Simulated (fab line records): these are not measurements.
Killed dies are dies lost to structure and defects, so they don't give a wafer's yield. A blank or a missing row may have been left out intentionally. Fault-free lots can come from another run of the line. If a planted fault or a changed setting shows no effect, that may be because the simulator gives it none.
Shared-tool check | flow n5 finfet | Lots sampled 11, wafers sampled 33

## WHY THIS WAS OPENED
Of 11 lots, 4 have the reading NDIPOLE_OVL flagged at N5_HKMG_FIN_OVL_MEAS_50. Fault-free wafers read -0.3 nm, with a standard deviation of 0.76.
Rule: a lot gets a flag if all its wafers with a number sit over 4 standard deviations from that mean, or if no wafer of it has a number. The rest of the lots are taken to be sound.

lot  | measured    | on         | NDIPOLE_OVL (nm), wafer by wafer | flag
L481 | day 4 13:37 | overlay-01 | 0.4 0.7 0.7                      |
L486 | day 5 21:11 | overlay-01 | -0.4 -0.1 0.0                    |
L487 | day 6 06:14 | overlay-02 | -0.9 -0.4 0.3                    |
L488 | day 6 08:37 | overlay-02 | -0.6 -1.2 -1.0                   |
L490 | day 7 03:30 | overlay-01 | 14.0 14.9 14.9                   | FLAGGED
L491 | day 7 07:35 | overlay-02 | 13.6 14.3 14.5                   | FLAGGED
L492 | day 7 12:55 | overlay-02 | 13.3 16.0 13.7                   | FLAGGED
L493 | day 7 14:52 | overlay-02 | 16.3 14.8 15.9                   | FLAGGED
L496 | day 8 08:14 | overlay-02 | -0.1 -0.5 0.7                    |
L497 | day 8 09:56 | overlay-01 | 0.0 0.1 -0.6                     |
L498 | day 8 20:23 | overlay-01 | 0.0 0.8 1.1                      |
On average the flagged lots' numbers are 14.7 nm, which is +15.0 nm against the usual, or +20 standard deviations.

## LOT BY LOT: THE TOOL USED
The record holds 2 process steps before the reading, out of a route of 1938 steps. In each cell: the tool, then ch and the chambers that the sampled wafers went through, then the start.
lot  | flag    | N5_HKMG_FIN_ALD_75              | N5_HKMG_FIN_EXPOSE_46
L481 |         | ald hk-02 ch 0,1, day 4 13:15   | arfi scanner-02 ch 0, day 4 13:28
L486 |         | ald hk-03 ch 0,1, day 5 20:41   | arfi scanner-01 ch 0, day 5 21:02
L487 |         | ald hk-01 ch 0,1,3, day 6 05:44 | arfi scanner-03 ch 0, day 6 06:05
L488 |         | ald hk-01 ch 0,2,3, day 6 08:07 | arfi scanner-02 ch 0, day 6 08:28
L490 | FLAGGED | ald hk-03 ch 0,1,3, day 7 03:08 | arfi scanner-02 ch 0, day 7 03:21
L491 | FLAGGED | ald hk-01 ch 0,1,2, day 7 07:13 | arfi scanner-02 ch 0, day 7 07:26
L492 | FLAGGED | ald hk-03 ch 0,1,2, day 7 12:32 | arfi scanner-02 ch 0, day 7 12:46
L493 | FLAGGED | ald hk-03 ch 0,3, day 7 14:30   | arfi scanner-02 ch 0, day 7 14:44
L496 |         | ald hk-01 ch 0,1,3, day 8 07:52 | arfi scanner-01 ch 0, day 8 08:05
L497 |         | ald hk-02 ch 2,3, day 8 09:26   | arfi scanner-03 ch 0, day 8 09:47
L498 |         | ald hk-02 ch 0,1,3, day 8 19:53 | arfi scanner-01 ch 0, day 8 20:14
These steps, and what they do:
- N5_HKMG_FIN_ALD_75: deposits Al2O3, target thk 1 nm, co reactant pulse time 1 s.
- N5_HKMG_FIN_EXPOSE_46: exposes mask NDIPOLE.
- N5_HKMG_FIN_OVL_MEAS_50

## FLAGGED OVER TOTAL, TOOL BY TOOL (the gauges that took the reading come last)
step                    | tool            | lots run | flagged | share of the flagged lots | sound lots run after its first flagged lot
N5_HKMG_FIN_ALD_75      | ald hk-01       | 4        | 1       | some                      | 1 (L496)
N5_HKMG_FIN_ALD_75      | ald hk-02       | 3        | 0       | none                      | -
N5_HKMG_FIN_ALD_75      | ald hk-03       | 4        | 3       | some                      | 0
N5_HKMG_FIN_EXPOSE_46   | arfi scanner-01 | 3        | 0       | none                      | -
N5_HKMG_FIN_EXPOSE_46   | arfi scanner-02 | 6        | 4       | all                       | 0
N5_HKMG_FIN_EXPOSE_46   | arfi scanner-03 | 2        | 0       | none                      | -
N5_HKMG_FIN_OVL_MEAS_50 | overlay-01      | 5        | 1       | some                      | 2 (L497,L498)
N5_HKMG_FIN_OVL_MEAS_50 | overlay-02      | 6        | 3       | some                      | 1 (L496)

## WHAT THE TABLE ALLOWS
1 row of the table ran every flagged lot: arfi scanner-02 at N5_HKMG_FIN_EXPOSE_46.
- arfi scanner-02 at N5_HKMG_FIN_EXPOSE_46 ran 6 lots, 4 of them flagged. Last sound lot L488 at day 6 08:28, first flagged lot L490 at day 7 03:21; a fault beginning in between fits.
Just one tool remains: arfi scanner-02 at N5_HKMG_FIN_EXPOSE_46.

## WHAT THE SIMULATOR HAD INSERTED
Scanner matching overlay: arfi scanner-02, from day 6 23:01 on, at N5_HKMG_FIN_EXPOSE_46. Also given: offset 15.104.
Struck lots among those shown: L490, L491, L492, L493. The rule given above showed the same thing.
